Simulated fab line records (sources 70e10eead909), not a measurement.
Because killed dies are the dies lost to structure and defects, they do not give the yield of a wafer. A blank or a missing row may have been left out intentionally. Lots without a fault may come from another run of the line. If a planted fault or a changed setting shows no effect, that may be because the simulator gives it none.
Matching of chambers :: flow nand-harc :: pecvd-03 running NHARC_P_M1_PRE_CLEAN_32: 3 sister chambers
The step time 12 s. 3 wafers are shown with their chamber, then 10 later ones without.

== WAFERS WITH THEIR CHAMBER ==
wafer: L088.4
chamber: 0
heater-power-w (W): 687

wafer: L089.1
chamber: 2
heater-power-w (W): 483

wafer: L089.3
chamber: 1
heater-power-w (W): 799

== WAFERS WHOSE CHAMBER IS MISSING ==
wafer: L089.6
heater-power-w (W): 785

wafer: L090.3
heater-power-w (W): 527

wafer: L090.4
heater-power-w (W): 775

wafer: L090.5
heater-power-w (W): 537

wafer: L091.2
heater-power-w (W): 603

wafer: L091.3
heater-power-w (W): 788

wafer: L091.6
heater-power-w (W): 615

wafer: L096.3
heater-power-w (W): 464

wafer: L096.5
heater-power-w (W): 761

wafer: L096.6
heater-power-w (W): 682

== EACH ONE'S CHAMBER ==
wafer: L089.6
from the rows above: can't be placed: 1 or 0
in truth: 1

wafer: L090.3
from the rows above: 2
in truth: 2

wafer: L090.4
from the rows above: can't be placed: 1 or 0
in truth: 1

wafer: L090.5
from the rows above: 2
in truth: 2

wafer: L091.2
from the rows above: can't be placed: 0 or 2
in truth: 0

wafer: L091.3
from the rows above: 1
in truth: 1

wafer: L091.6
from the rows above: can't be placed: 0 or 2
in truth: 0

wafer: L096.3
from the rows above: 2
in truth: 2

wafer: L096.5
from the rows above: can't be placed: 1 or 0
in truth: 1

wafer: L096.6
from the rows above: 0
in truth: 0
Correct placement for 5 of the 10. Not placeable from these rows: 5 (in 5, the candidates include the true chamber). Number placed wrongly: 0.
How it was worked out, from the rows above alone: a wafer's distance from a chamber is the root of the sum, over the readings, of the square of ((its reading less the chamber's mean) divided by the reading's scatter). The wafer belongs to the nearest chamber; if the next one is less than 2 further off, it can't be placed. The mean given for a chamber averages the wafers shown for that chamber. The scatter: with one shown wafer a chamber, the root of the mean of the squares of how far each hidden wafer lies from its nearest shown one.
